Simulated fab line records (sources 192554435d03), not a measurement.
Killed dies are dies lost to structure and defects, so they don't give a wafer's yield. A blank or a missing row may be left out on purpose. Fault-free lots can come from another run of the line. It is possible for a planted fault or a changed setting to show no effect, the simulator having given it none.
Matching of chambers	flow n5_finfet	3 sister chambers for N5_BEOL_M0_SAQP_PECVD_96 on pecvd-01
The step deposits a-Si from SiH4/He, target thk 45 nm, time 45.2 s. 3 wafers are shown with their chamber, then 8 later ones without.

== WAFERS WITH THEIR CHAMBER ==
wafer	chamber	throttle_valve_pct (%)
L085.3	0	17.1
L085.6	2	18.4
L086.1	1	19.6

== WAFERS WITH NO CHAMBER GIVEN ==
wafer	throttle_valve_pct (%)
L086.2	18.7
L086.5	18.3
L087.2	19.7
L087.4	18.6
L087.6	17.0
L093.3	17.2
L093.4	19.5
L093.5	19.5

== WHICH CHAMBER EACH WENT THROUGH ==
wafer	from the rows above	in truth
L086.2	2	2
L086.5	2	2
L087.2	1	1
L087.4	2	2
L087.6	0	0
L093.3	0	0
L093.4	1	1
L093.5	1	1
8 of 8 placed correctly. Not placeable from these rows: 0. 0 placed wrongly.
How it was worked out, from the rows above alone: a wafer's distance from a chamber is the root of the sum, over the readings, of the square of ((its reading less the chamber's mean) divided by the reading's scatter). If the next closest chamber is less than 2 further off than the closest, the wafer can't be placed; otherwise it belongs to the closest. The mean given for a chamber averages the wafers shown for that chamber. The scatter (one wafer shown for each chamber): square how far every hidden wafer sits from the nearest shown wafer, average those squares and take the square root.
